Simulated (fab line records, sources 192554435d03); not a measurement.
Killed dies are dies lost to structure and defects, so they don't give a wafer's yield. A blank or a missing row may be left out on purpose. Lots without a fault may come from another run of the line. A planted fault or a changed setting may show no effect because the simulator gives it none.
A struck lot beside a sound one | flow n5_finfet | 15 steps out of a route of 1938
Sound: wafers L204.3, L204.4, L204.6. Struck: wafer L210.5. (L210.2, L210.6 of the same lot were not struck and are left out.) The cause comes at the end.
At each step with rows: each side's tool, then ch and its chambers, then its first start. Under that, the readings that differ: sound wafers | struck wafers | difference of the means | sigmas: that difference in standard deviations of wafers without a fault.
alike: readings whose means differ by less than 2 such deviations, and words and numbers that are the same on both sides. not compared: withheld readings, readings that some wafer has no value for, bounds like >300 that may hide the same value, and numbers for which the record gives no deviation and whose values overlap.
The two part at a step that has a row with sigmas, a row that says differs or no value, or rows on one side only. Numbers that don't overlap but have no deviation are shown without sigmas and don't part them. A reading that every wafer of one side lacks parts them only if that side has two wafers or more.

first, 2 steps without rows for these wafers: N5_BEOL_M11_TRENCH_ETCH_37 (etches SiCOH lowk in C4F6/O2, target depth 148.83 nm, time 48 s); N5_BEOL_M11_ETCH_41 (etches SiCN in CH3F/O2, target depth 42.6 nm, time 86 s).
N5_BEOL_M11_STRIP_77: strips in N2/H2, time 10 s.
  sound on rie_diel-05 ch 0,1,3; struck on rie_diel-04 ch 0
  alike: drypump_motor_current_A, oes_product_au, rf_vpp_V, showerhead_plenum_p_Torr, throttle_valve_pct
  not compared: rf_hours_counter_h
N5_BEOL_M11_OCD_MEAS_38:
  sound on ocd-02, day 11 04:02; struck on ocd-02, day 13 14:04
  alike: trench_depth_nm
then, 4 steps without rows for these wafers: N5_BEOL_M11_HM_STRIP_39 (strips TiN in peroxide tin strip, target depth 25 nm, time 158 s); N5_BEOL_M11_SRD_40 (time 30 s); N5_BEOL_M11_PRECLEAN_42 (cleans in residue remover, time 60 s); N5_BEOL_M11_SRD_43 (time 30 s).
N5_BEOL_M11_CD_MEAS_35: target cd 70 nm.
  sound on cd_sem-01, day 11 04:11; struck on cd_sem-01, day 13 14:14
  alike: cd_nm
N5_BEOL_M11_CURE_72: cures SiCOH lowk, time 120 s.
  sound on uv_cure-01 ch 2, day 11 04:20; struck on uv_cure-02 ch 2, day 13 14:34
  alike: lamp_power_pct, wafer_temp_C_max
N5_BEOL_M11_DEGAS_44: time 60 s.
  sound on pvd_sputter-02, day 11 04:44; struck on pvd_sputter-01, day 13 14:54
  alike: heater_power_w
N5_BEOL_M11_PRE_CLEAN_45: time 30 s.
  sound on pvd_sputter-02, day 11 04:46; struck on pvd_sputter-01, day 13 14:56
  alike: heater_power_w
N5_BEOL_M11_ALD_74: deposits TaN, target thk 2 nm, pulse time 2 s, purge time 3 s.
  sound on ald_metal-01 ch 0,2, day 11 04:50; struck on ald_metal-02 ch 3, day 13 15:01
  reading                                  | sound    | struck | difference | sigmas
  ald_cycles                               | 40 40 40 | 57     | +17        |
  model.TaN_of_BEOL_M11_ALD_74.thk_nm (nm) | 2 2 2    | 2.8    | +0.8       |
  alike: heater_power_outer_w, heater_power_w
  not compared: since_wet_clean_h
N5_BEOL_M11_SURFACE_TREAT_76:
  sound on pvd_sputter-01, day 11 05:13; struck on pvd_sputter-02, day 13 15:20
  not compared: throttle_valve_pct
N5_PASSIVATION_PROBE_49:
  the record has rows for the sound wafers here (prober-01, day 13 01:32) and none for the struck ones

WHERE THEY PART
Only at N5_PASSIVATION_PROBE_49, within this record.

WHY: what the simulator had put in
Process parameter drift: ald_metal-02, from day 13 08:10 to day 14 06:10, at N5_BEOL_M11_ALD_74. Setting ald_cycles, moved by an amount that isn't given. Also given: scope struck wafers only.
